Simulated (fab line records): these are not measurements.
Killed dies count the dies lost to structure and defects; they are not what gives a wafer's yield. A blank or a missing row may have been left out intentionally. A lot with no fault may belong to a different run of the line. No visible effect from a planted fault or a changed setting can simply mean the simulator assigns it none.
Struck lot and sound lot, side by side ; flow nand-harc ; 15 out of 1159 route steps
Sound: these wafers, L613.1, L613.5, L613.6. Struck: wafer L622.5. (L622.4 of the same lot was not struck and is left out.) The cause comes at the end.
At each step with rows: each side's tool, then ch and its chambers, then its first start. Under that, the readings that differ: sound wafers ; struck wafers ; difference of the means ; sigmas: that difference in standard deviations of wafers without a fault.
alike: readings whose means differ by less than 2 such deviations, and words and numbers that are the same on both sides. not compared: withheld readings, readings that some wafer has no value for, bounds like >300 that may hide the same value, and numbers for which the record gives no deviation and whose values overlap.
A row with sigmas, a row that says differs or no value, or rows on one side alone: a step with any of these is where the two part. When numbers do not overlap yet have no deviation, they are printed without sigmas and do not part them. A reading missing from all wafers of one side parts the sides only when that side holds two or more wafers.

first, 8 steps without rows for these wafers: NHARC_A_SGD_CUT_COAT_56 (time 75 s); NHARC_A_SGD_CUT_COAT_57 (time 65 s); NHARC_A_SGD_CUT_COAT_03 (resist thk 90 nm); NHARC_A_SGD_CUT_SOFTBAKE_04 (time 55 s); NHARC_A_SGD_CUT_EBR_05; NHARC_A_SGD_CUT_EXPOSE_06 (exposes mask SGD); NHARC_A_SGD_CUT_PEB_07 (peb time 65 s); NHARC_A_SGD_CUT_DEVELOP_08 (develop time 35 s).
NHARC_A_SGD_CUT_CD_MEAS_09 targets a cd of 100 nm.
  sound on cd-sem-02 ch 0, day 16 03:42; struck on cd-sem-03 ch 0, day 18 20:49
  alike: cd-nm
NHARC_A_SGD_CUT_OVL_MEAS_10:
  sound on overlay-01 at day 16 03:47; struck on overlay-01 at day 18 20:53
  alike: overlay-x-nm, overlay-y-nm
NHARC_A_SGD_CUT_INSPECT_11:
  sound on defect-inspect-02 at day 16 03:50; struck on defect-inspect-01 at day 18 20:56
reading;sound;struck;difference;sigmas
raw-defect-count;8 12 15;33;+21;+2
NHARC_A_SGD_CUT_DESCUM_14: chemistry O2, time 3 s.
  sound on rie-diel-08 ch 1,2, day 16 03:54; struck on rie-diel-05 ch 3, day 18 20:59
  alike: drypump-motor-current-A, oes-product-au, rf-vpp-V, showerhead-plenum-p-Torr, throttle-valve-pct
  not compared: rf-hours-counter-h
NHARC_A_SGD_CUT_ETCH_58: etches the open film in CF4, target depth 39 nm, time 65 s.
  sound on rie-diel-08 ch 0,1, day 16 03:59; struck on rie-diel-05 ch 1, day 18 21:05
reading;sound;struck;difference;sigmas
rf-vpp-V (V);152.8 153.5 150.7;149.7;-2.6;-2
run-length-s (s);85.6 85.5 85.4;62.1;-23.4;-58
showerhead-plenum-p-Torr (Torr);1.87 1.88 1.73;1.65;-0.18;-2
  alike: drypump-motor-current-A, oes-product-au, throttle-valve-pct
  not compared: rf-fwd-power-W, rf-hours-counter-h
NHARC_A_SGD_CUT_ETCH_59: etches the open film in N2/H2, target depth 260 nm, time 406.25 s.
  sound on rie-diel-08 ch 0,2,3; struck on rie-diel-05 ch 0
reading;sound;struck;difference;sigmas
rf-fwd-power-W (W);399.7 401.2 397.7;396.4;-3.1;-2
  alike: drypump-motor-current-A, oes-product-au, rf-vpp-V, run-length-s, showerhead-plenum-p-Torr, throttle-valve-pct
  not compared: rf-hours-counter-h
-- break in the record here, with 6 days between the starts of the struck wafers on either side (left off in module A_SGD_CUT, picked up again in module END, where the first step shown is number 1159 on the route) --
NHARC_END_SORT_01:
  only the struck wafers appear in the record here, on prober-02 ch 0 at day 24 21:46; the sound ones have no rows

WHERE THEY PART
First at NHARC_A_SGD_CUT_INSPECT_11; last, within this record, at NHARC_END_SORT_01.

WHY: what had been put in by the simulator
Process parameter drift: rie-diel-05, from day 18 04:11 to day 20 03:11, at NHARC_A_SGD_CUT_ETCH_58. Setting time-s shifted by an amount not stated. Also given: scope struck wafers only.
